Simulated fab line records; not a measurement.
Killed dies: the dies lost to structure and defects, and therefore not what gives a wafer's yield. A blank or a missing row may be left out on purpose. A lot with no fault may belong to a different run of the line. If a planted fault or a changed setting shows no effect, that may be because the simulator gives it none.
fab line records	flow n5Finfet
record lots=4	wafers=12	lastDay=16
route steps=1938 shown SDB@361 DUMMY_REMOVAL@377 HKMG_FIN@385 GATE_CUT@469 BEOL_M4@1111 PASSIVATION@1936
lots with no fault: from the same line, run without faults
startH: hours from the record's opening day to when the first of the lot's shown wafers began	waitH: hours from the lot's prior step to this one	" same as the row above	L1.1+2: a row that stands for several wafers	- no value, or no start was given	* or withheld: withheld	< > ~ a bound
route shown NAME@n: names a module that has steps shown in the file, with the first one's number in the route	usual: average and standard deviation across the fault-free wafers	same: alike in all rows	chamber/n: place in a boat	sites: readings site by site	_std_site: how widely they spread, as a standard deviation	_edge_site: inner sites' mean taken away from outer sites' mean	radiusMm: for every site, how far away it sits from the centre of the wafer	mask NAME#n: copy n	behind: tool/chamber where the wafer was last shaped	hold: cause of the lot's hold/its duration in hours/its outcome	device: which transistor (n, p or np) failed to switch	end of line: tests run on the same wafers once the route is complete	a step given without rows: its recipe and nothing more	killed: the dies lost at the first sort to structure and to defects; this is not the yield of the wafer	map: per-die view of a wafer (x killed, . not killed, _ where there is no die)
set.NAME: setting as actually run; set.NAME@STEP: the setting as run at that earlier step	model.NAME: the simulator's own value behind a step, which no gauge read
lots seen at some steps along the route; tables by step, rows by wafer
services: the hour from which a tool's chamber was out of use, counted from the record's first day as startH (under 0 if before that day), plus the number of hours and why
## steps
# step N5_SDB_ETCH_18
# recipe chemistry=N2/H2	target=SOC	targetDepthA=1000	overetchA=200	maskMaterial=SiARC	tempC=40	timeS=150	ionEnergyEv=200	pressureMtorr=30	sourceW=840	biasW=150	n2FlowSccm=200	h2FlowSccm=200
# step N5_SDB_STRIP_19
# recipe chemistry=N2/H2	tempC=40	n2FlowSccm=200	h2FlowSccm=200	rfFrequencyHz=6e+07
# step N5_SDB_STRIP_21
# recipe chemistry=CF4	resist=SiARC	powerW=300	biasPowerW=75	pressureMtorr=50	cf4FlowSccm=150	rfFrequencyHz=6e+07
# step N5_SDB_HM_OPEN_20
# recipe chemistry=CH3F/O2	target=SiNx	maskMaterial=SOC	targetDepthA=240	stopOn=poly-Si	overEtchFrac=0.4	ionEnergyEv=120	pressureMtorr=30	sourceW=395	biasW=73	Ar_flow_sccm=150	CH3F_flow_sccm=30	O2_flow_sccm=20
# step N5_SDB_STRIP_22
# recipe chemistry=N2/H2	powerW=1000	tempC=250	h2Frac=0.65	overashFraction=0.3	pressureMtorr=withheld	n2FlowSccm=1750	h2FlowSccm=3250
# step N5_SDB_PRECLEAN_23
# recipe chemistry=dHF	timeS=30	tempC=25	dilution=withheld
# step N5_SDB_DUMMY_REMOVE_24
# recipe chemistry=TMAH	tempC=70	target=poly-Si	stopOn=SiO2	targetDepthNm=142	concWtPct=5	timeS=57	dry=ipaMarangoni	rinseTimeS=30	rinseTempC=23
# step N5_SDB_ETCH_25
# recipe chemistry=C4F6/O2	target=SiO2	targetDepthA=100	timeS=3.3	ionEnergyEv=250	maskMaterial=SiNx	pressureMtorr=30	sourceW=345	biasW=185	Ar_flow_sccm=300	C4F6_flow_sccm=10	O2_flow_sccm=10
# step N5_SDB_CUT_ETCH_26
# recipe chemistry=HBr/Cl2/O2	target=Si	targetDepthA=1296	btTimeS=20	maskMaterial=SiNx	timeS=51.8	ionEnergyEv=*	biasW=*	pressureMtorr=10	icpW=800	HBr_flow_sccm=150	Cl2_flow_sccm=80	O2_flow_sccm=12
# step N5_SDB_PRECLEAN_38
# recipe chemistry=dHF	timeS=10	dilution=750:1	tempC=25
# step N5_SDB_PRECLEAN_39
# recipe chemistry=O3/DIW	timeS=45	tempC=22	o3Ppm=10
# step N5_SDB_SRD_28
# recipe dry=ipaMarangoni	timeS=30	tempC=23	rinseLiquid=diw
# step N5_SDB_ALD_29
# recipe material=SiNx	targetThkA=300	tempC=400	aldPrecursorFamily=SiH2I2	aldCoReactant=N2/H2-plasma	pulseTimeS=1	aldCycles=600	purgeTimeS=2	coReactantPurgeTimeS=2	pressureTorr=2
# usual aldCycles=600/0	heaterPowerW=866/110	precursorPulseHeightRel=1.000/0.02	susceptorTempC=399.98/0.21
lot.wafer	tool	chamber	startH	waitH	aldCycles	heaterPowerW	precursorPulseHeightRel	susceptorTempC	model.SiNx_of_SDB_ALD_29.thkNm
L633.1	aldSin-04	0	139.28	0.2	600	926	0.985	399.75	29.6
L633.4	"	3	"	"	600	884	0.963	400.21	30.2
L633.6	"	3	140.63	1.6	600	827	0.978	399.94	30
L635.1	aldSin-04	2	153.14	0.0	322	885	1.011	400.17	16.4
L635.3	"	0	"	"	322	945	1.017	399.98	15.8
L635.6	"	3	154.50	1.4	600	831	1.021	400.27	30.2
L636.2	aldSin-04	3	159.21	0.0	600	819	0.990	399.96	30
L636.3	"	2	"	"	322	862	1.025	399.73	16.2
L636.4	"	1	"	"	600	1002	1.003	399.45	30
L638.2	aldSin-03	2	170.04	0.0	600	1003	1.012	400.12	30.2
L638.3	"	1	"	"	600	737	1.017	399.51	30.2
L638.4	"	0	"	"	600	967	0.994	400.05	30
# step N5_SDB_CMP_30
# recipe stopOn=poly-Si	tOverpolishS=1.54	postCmpClean=alkalineBrush	downForcePsi=4.1491	platenRpm=51.796	padVelocityMS=1.0306	targetThkNm=30
# step N5_DUMMY_REMOVAL_HM_STRIP_01
# recipe chemistry=CH3F/O2	material=SiNx	targetDepthA=40	stopOn=poly-Si	timeS=6.8	overEtchFrac=0.3	ionEnergyEv=60	powerW=410	biasW=29	Ar_flow_sccm=150	CH3F_flow_sccm=30	O2_flow_sccm=20
# step N5_DUMMY_REMOVAL_STRIP_10
# recipe chemistry=N2/H2	timeS=40	powerW=100	tempC=40	pressureMtorr=100	rfFrequencyHz=6e+07	biasPowerW=3	n2FlowSccm=300	h2FlowSccm=300
# step N5_DUMMY_REMOVAL_PRECLEAN_07
# recipe chemistry=dHF	timeS=30	tempC=25	dilution=withheld
# step N5_DUMMY_REMOVAL_DUMMY_REMOVE_02
# recipe chemistry=TMAH	tempC=70	target=poly-Si	stopOn=SiO2	targetDepthNm=142	concWtPct=5	timeS=57	dry=ipaMarangoni	rinseTimeS=30	rinseTempC=23
# step N5_DUMMY_REMOVAL_PRECLEAN_08
# recipe chemistry=NF3:NH3	afsCycles=2	tempC=30	timeS=20	sublimationTempC=180	sublimationTimeS=60	pressureTorr=3	rfPowerW=30
# step N5_DUMMY_REMOVAL_PRECLEAN_04
# recipe chemistry=DHF	timeS=37	tempC=25	dilution=500:1
# step N5_DUMMY_REMOVAL_SRD_05
# recipe dry=ipaMarangoni	doPpb=5	timeS=30	tempC=23	rinseLiquid=diw
# step N5_HKMG_FIN_IL_REGROW_00
# recipe material=SiO2	targetThkA=7.5	chemistry=O3	tempC=withheld	timeS=30
# step N5_HKMG_FIN_HK_ALD_01
# recipe material=HfO2	targetThkA=16	tempC=withheld	aldPrecursorFamily=HfCl4	aldCoReactant=H2O	pulseTimeS=3	purgeTimeS=3	coReactantPurgeTimeS=2.5	coReactantPulseTimeS=0.3	aldCycles=30
# step N5_HKMG_FIN_HK_ANNEAL_02
# recipe tempC=700	timeS=30	ambient=N2	idleTempC=600	rampUpCPerS=150	rampDownCPerS=60	coolToC=600
# step N5_HKMG_FIN_ALD_74
# recipe material=La2O3	targetThkA=5	tempC=250	aldPrecursorFamily=La-Cp	aldCoReactant=O3	pulseTimeS=6	coReactantPulseTimeS=1	purgeTimeS=3	coReactantPurgeTimeS=3
# step N5_HKMG_FIN_ALD_75
# recipe material=Al2O3	targetThkA=10	tempC=150	aldPrecursorFamily=TMA	aldCoReactant=H2O	pulseTimeS=withheld	coReactantPulseTimeS=1
# step N5_HKMG_FIN_COAT_41
# recipe resist=SOC	tempC=250	timeS=60	spinRpm=1500	resistThkNm=300
# step N5_HKMG_FIN_COAT_42
# recipe resist=SiARC	tempC=220	timeS=60	spinRpm=1500	resistThkNm=35
# step N5_HKMG_FIN_COAT_43
# recipe resist=CAR-ArF	spinRpm=1500	resistThkNm=90
# step N5_HKMG_FIN_EBR_45
# recipe solvent=PGMEA	ebrWidthMm=1.5
# step N5_HKMG_FIN_SOFTBAKE_44
# recipe tempC=110	timeS=60	resist=CAR-ArF
# step N5_HKMG_FIN_EXPOSE_46
# recipe maskId=NDIPOLE	na=1.35	sourceShape=conventional	sigmaOuter=0.8	polarization=unpolarized	doseMj=40
# step N5_HKMG_FIN_PEB_47
# recipe pebTempC=withheld	pebTimeS=60	resist=CAR-ArF
# step N5_HKMG_FIN_DEVELOP_48
# recipe developTimeS=30	developer=TMAH	resist=CAR-ArF	rinseLiquid=diw	dry=airSpin	devTempC=23
# step N5_HKMG_FIN_DESCUM_53
# recipe chemistry=O2	timeS=7.9	sourcePowerW=50	biasPowerW=20	pressureMtorr=20	rfFrequencyHz=2.712e+07	tempC=40	resist=CAR-ArF	o2FlowSccm=225
# step N5_HKMG_FIN_ETCH_54
# recipe chemistry=CF4	target=SiARC	targetDepthA=455	maskMaterial=CAR-ArF	timeS=75.8	ionEnergyEv=80	pressureMtorr=40	sourceW=545	biasW=36	Ar_flow_sccm=100	cf4FlowSccm=100	ends=cleared
# step N5_GATE_CUT_ETCH_58
# recipe chemistry=CH3F/O2	target=SiNx	targetDepthA=170	timeS=128.6	ionEnergyEv=50	pressureMtorr=30	sourceW=415	biasW=21	Ar_flow_sccm=150	CH3F_flow_sccm=30	O2_flow_sccm=20
# usual drypumpMotorCurrentA=5.6/0.44	oesProductAu=0.76/0.065	rfVppV=99.1/0.89	showerheadPlenumPTorr=2.00/0.076	throttleValvePct=16.43/0.26
lot.wafer	tool	chamber	startH	waitH	drypumpMotorCurrentA	oesProductAu	rfHoursCounterH	rfVppV	showerheadPlenumPTorr	throttleValvePct	model.SiNx_of_SDB_ALD_29.thkNm
L633.1	rieDiel-02	2	154.85	0.0	5.6	0.74	212	97.8	1.88	16.27	24.2
L633.4	"	0	"	"	5.2	0.85	29	99.5	1.96	16.18	24.6
L633.6	"	2	"	"	5.6	0.73	-	99.3	1.88	16.27	24.6
L635.1	rieDiel-02	2	166.59	0.0	5.6	0.73	215	98.0	1.88	16.26	13.4
L635.3	"	3	"	"	5.5	0.88	42	100.5	2.13	16.11	13
L635.6	"	1	"	"	6.2	0.74	-	98.4	2.01	16.36	24.6
L636.2	rieDiel-03	3	172.92	0.0	5.0	0.74	196	97.2	1.96	16.40	24.6
L636.3	"	2	"	"	5.3	0.71	225	99.6	2.06	16.59	13.2
L636.4	"	1	"	"	5.7	0.76	180	99.9	1.91	16.53	24.6
L638.2	rieDiel-02	2	183.63	0.2	5.6	0.72	221	97.8	1.88	16.29	24.8
L638.3	"	3	"	"	5.5	0.87	48	99.6	2.13	16.13	24.8
L638.4	"	1	"	"	6.2	0.73	193	99.1	2.00	16.36	24.6
# step N5_BEOL_M4_RC_MEAS_101
# usual DIBL_N=36.0/2.5	DIBL_P=36.7/3	IOFF_N=0.16/0.043	IOFF_P=0.21/0.049	ION_N=673/15	ION_P=461/9.8	SS_N=71.5/0.83	SS_P=73.4/0.83	VT_N=250/4	VT_P=-251/4
lot.wafer	tool	chamber	startH	waitH	DIBL_N[mV/V]	DIBL_P[mV/V]	IOFF_N[nA/um]	IOFF_P[nA/um]	ION_N[uA/um]	ION_P[uA/um]	SS_N[mV/dec]	SS_P[mV/dec]	VT_N[mV]	VT_P[mV]
L633.1	prober-02	0	237.10	0.0	33.9	30.8	0.12	0.19	673	472	70.8	72.6	253	-249
L633.4	"	0	"	"	35.0	32.6	0.14	0.21	681	476	71.3	71.9	251	-246
L633.6	"	0	"	"	36.0	34.2	0.14	0.22	673	465	71.1	73.1	250	-248
L635.1	prober-01	0	243.35	0.0	35.8	35.2	0.14	0.22	662	460	71.2	72.4	251	-250
L635.3	"	0	"	"	36.8	36.6	0.16	0.24	666	466	72.1	74.7	251	-244
L635.6	"	0	"	"	38.0	38.2	0.19	0.26	680	469	71.3	73.8	247	-247
L636.2	prober-01	0	266.77	0.2	37.9	40.2	0.20	0.28	682	472	72.1	74.6	247	-245
L636.3	"	0	"	"	36.3	37.5	0.17	0.23	667	457	71.5	73.8	250	-246
L636.4	"	0	"	"	34.1	35.2	0.13	0.19	667	459	71.5	73.1	253	-251
L638.2	prober-02	0	277.09	0.2	37.5	39.2	0.18	0.28	686	480	72.4	73.2	245	-245
L638.3	"	0	"	"	39.4	40.0	0.22	0.28	699	472	72.1	73.7	247	-247
L638.4	"	0	"	"	36.6	37.6	0.17	0.24	687	474	70.8	73.1	249	-248
# step N5_PASSIVATION_PROBE_49
# usual defectLimitedYield=91.1/1.5	killed_at_M0_to_M3=37/11	killed_at_M4_up=13/5.6	killedAtContacts=12/5.6	killedAtFrontEnd=39/11	killedAtOther=4/3.1	killedDies=105/18	killedOpen=69/13	killedShort=35/7.4	sort_bin_5_function=5.1/0.92	sort_bin_6_memory=3.4/0.76	sortNPass=1075/18	sortYieldPct=91.1/1.5
# same grossDies=1180	killedAtBackSide=0	sort_bin_4_leakage[%]=0	sort_bin_8_speed[%]=0
lot.wafer	tool	chamber	startH	waitH	defectLimitedYield[%]	killed_at_M0_to_M3	killed_at_M4_up	killedAtContacts	killedAtFrontEnd	killedAtOther	killedDies	killedOpen	killedShort	sort_bin_5_function[%]	sort_bin_6_memory[%]	sortNPass	sortYieldPct[%]
L633.1	prober-01	-	344.19	0.0	93.5	30	6	3	24	14	77	44	32	3.8	2.5	1103	93.5
L633.4	prober-01	-	344.34	0.2	93.1	34	3	14	25	5	81	55	24	3.5	3.2	1099	93.1
L633.6	prober-01	-	344.44	0.3	94.2	28	8	4	26	3	69	43	24	3.6	2.1	1111	94.2
L636.2	prober-01	-	377.96	0.1	90.3	36	17	16	45	1	115	82	33	5.3	4.3	1065	90.3
L636.3	prober-01	-	378.01	0.1	89.3	50	20	19	36	1	126	83	43	6.3	4.1	1054	89.3
L636.4	prober-01	-	378.06	0.2	91.7	24	15	13	45	1	98	64	34	4.2	4.0	1082	91.7
L635.1	prober-01	-	381.22	0.0	90.8	26	13	20	42	8	109	71	36	5.4	3.1	1071	90.8
L635.3	prober-01	-	381.32	0.1	91.4	52	13	10	26	0	101	68	32	4.7	3.4	1079	91.4
L635.6	prober-01	-	381.47	0.3	92.9	35	17	8	18	6	84	53	30	4.3	2.6	1096	92.9
L638.2	prober-02	-	395.22	0.1	92.8	24	10	6	39	6	85	54	29	5.0	2.0	1095	92.8
L638.3	prober-02	-	395.27	0.1	93.5	18	9	12	34	4	77	49	27	4.2	1.9	1103	93.5
L638.4	prober-02	-	395.32	0.2	91.3	18	8	19	56	2	103	68	35	5.3	3.1	1077	91.3
# killed by level:class
L633.1 BEOL_M2:geometricParticle:open=14 PASS1_CAP:geometricParticle:short=8 GATE_CUT:geometricParticle:short=5 BEOL_M3:geometricParticle:open=5 GATE_CUT:geometricParticle:open=4 BEOL_M0_SAQP:geometricParticle:open=4 ILD0:geometricParticle:short=3 MOL_CONTACT_COAG:geometricParticle:open=3
L633.4 MOL_CONTACT_COAG:geometricParticle:open=11 BEOL_M2:geometricParticle:open=11 BEOL_M1:geometricParticle:open=7 DUMMY_GATE:geometricParticle:open=6 BEOL_M0_SAQP:geometricParticle:short=5 FIN_SAQP:geometricParticle:short=4 GATE_CUT:geometricParticle:short=4 STI_FIN_REVEAL:geometricParticle:open=3
L633.6 BEOL_M0_SAQP:geometricParticle:open=6 BEOL_M2:geometricParticle:open=6 STARTING-WAFER:geometricParticle:short=5 ILD0:geometricParticle:short=4 GATE_CUT:geometricParticle:short=4 MOL_CONTACT_COAG:geometricParticle:open=4 BEOL_M0_SAQP:geometricParticle:short=4 BEOL_M0:geometricParticle:open=4
L636.2 BEOL_M0_SAQP:geometricParticle:open=12 FIN_SAQP:geometricParticle:short=11 MOL_CONTACT_COAG:geometricParticle:open=11 FIN_SAQP:geometricParticle:open=10 BEOL_M3:geometricParticle:open=9 DUMMY_GATE:geometricParticle:open=8 BEOL_M1:geometricParticle:open=7 BEOL_M4:geometricParticle:open=6
L636.3 MOL_CONTACT_COAG:geometricParticle:open=16 BEOL_M0_SAQP:geometricParticle:open=14 FIN_SAQP:geometricParticle:short=11 BEOL_M0_SAQP:geometricParticle:short=10 BEOL_M4:geometricParticle:open=10 BEOL_M2:geometricParticle:open=9 BEOL_M3:geometricParticle:open=8 FIN_SAQP:geometricParticle:open=6
L636.4 STI_FIN_REVEAL:geometricParticle:open=14 FIN_SAQP:geometricParticle:short=13 MOL_CONTACT_COAG:geometricParticle:open=10 BEOL_M1:geometricParticle:open=9 BEOL_M0_SAQP:geometricParticle:open=5 GATE_CUT:geometricParticle:short=4 BEOL_M0_SAQP:geometricParticle:short=4 BEOL_M2:geometricParticle:open=3
L635.1 MOL_CONTACT_COAG:geometricParticle:open=14 STI_FIN_REVEAL:geometricParticle:open=11 BEOL_M5:geometricParticle:open=8 STARTING-WAFER:geometricParticle:open=7 BEOL_M0_SAQP:geometricParticle:open=6 MOL_CONTACT_COAG:geometricParticle:short=6 FIN_SAQP:geometricParticle:short=5 BEOL_M0_SAQP:geometricParticle:short=5
L635.3 BEOL_M0_SAQP:geometricParticle:short=14 BEOL_M0_SAQP:geometricParticle:open=13 BEOL_M2:geometricParticle:open=12 MOL_CONTACT_COAG:geometricParticle:open=8 BEOL_M1:geometricParticle:open=5 FIN_SAQP:geometricParticle:open=4 BEOL_M5:geometricParticle:open=4 FIN_SAQP:geometricParticle:short=3
L635.6 BEOL_M0_SAQP:geometricParticle:short=11 BEOL_M0_SAQP:geometricParticle:open=8 MOL_CONTACT_COAG:geometricParticle:open=7 BEOL_M5:geometricParticle:open=6 BEOL_M1:geometricParticle:open=4 BEOL_M3:geometricParticle:open=4 BEOL_M4:geometricParticle:open=4 FIN_SAQP:geometricParticle:short=3
L638.2 STI_FIN_REVEAL:geometricParticle:open=9 FIN_SAQP:geometricParticle:open=8 FIN_SAQP:geometricParticle:short=7 BEOL_M0_SAQP:geometricParticle:short=5 BEOL_M3:geometricParticle:open=5 GATE_CUT:geometricParticle:short=4 DUMMY_GATE:geometricParticle:open=4 MOL_CONTACT_COAG:geometricParticle:open=4
L638.3 MOL_CONTACT_COAG:geometricParticle:open=11 GATE_CUT:geometricParticle:short=7 FIN_SAQP:geometricParticle:open=6 FIN_SAQP:geometricParticle:short=6 DUMMY_GATE:geometricParticle:open=5 BEOL_M0_SAQP:geometricParticle:open=5 BEOL_M0:geometricParticle:open=4 BEOL_M1:geometricParticle:open=4
L638.4 MOL_CONTACT_COAG:geometricParticle:open=18 FIN_SAQP:geometricParticle:short=15 DUMMY_GATE:geometricParticle:open=13 FIN_SAQP:geometricParticle:open=7 BEOL_M0_SAQP:geometricParticle:short=7 STI_FIN_REVEAL:geometricParticle:open=5 GATE_CUT:geometricParticle:open=5 GATE_CUT:geometricParticle:short=3
## services
tool	chamber	startH	hours	kind
aldSin-04	-	179.19	14.0	pm
aldSin-04	0	179.19	14.0	ventCycle
aldSin-04	1	179.19	14.0	ventCycle
aldSin-04	2	179.19	14.0	ventCycle
aldSin-04	3	179.19	14.0	ventCycle
## key
firstSign step=N5_SDB_ALD_29	reading=aldCycles	direction=down	sigmas=99+	usual=*	struck=*
effect none on later readings
modelEffect step=N5_SDB_ALD_29	value=SiNx_of_SDB_ALD_29.thkNm	without=30	struck=16.13
modelEffect step=N5_GATE_CUT_ETCH_58	value=SiNx_of_SDB_ALD_29.thkNm	without=24.6	struck=13.2
metAt N5_SDB_ALD_29
struckWafers L635.1,L635.3,L636.3
onsetBetween 139.28 153.14
fault kind=processParameterDrift	tool=aldSin-04	chamber=-	onsetH=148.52	steps=N5_SDB_ALD_29	channel=aldCycles	offset=*	shape=step	endH=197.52	scope=struckWafersOnly	actsIn=*	stated=*
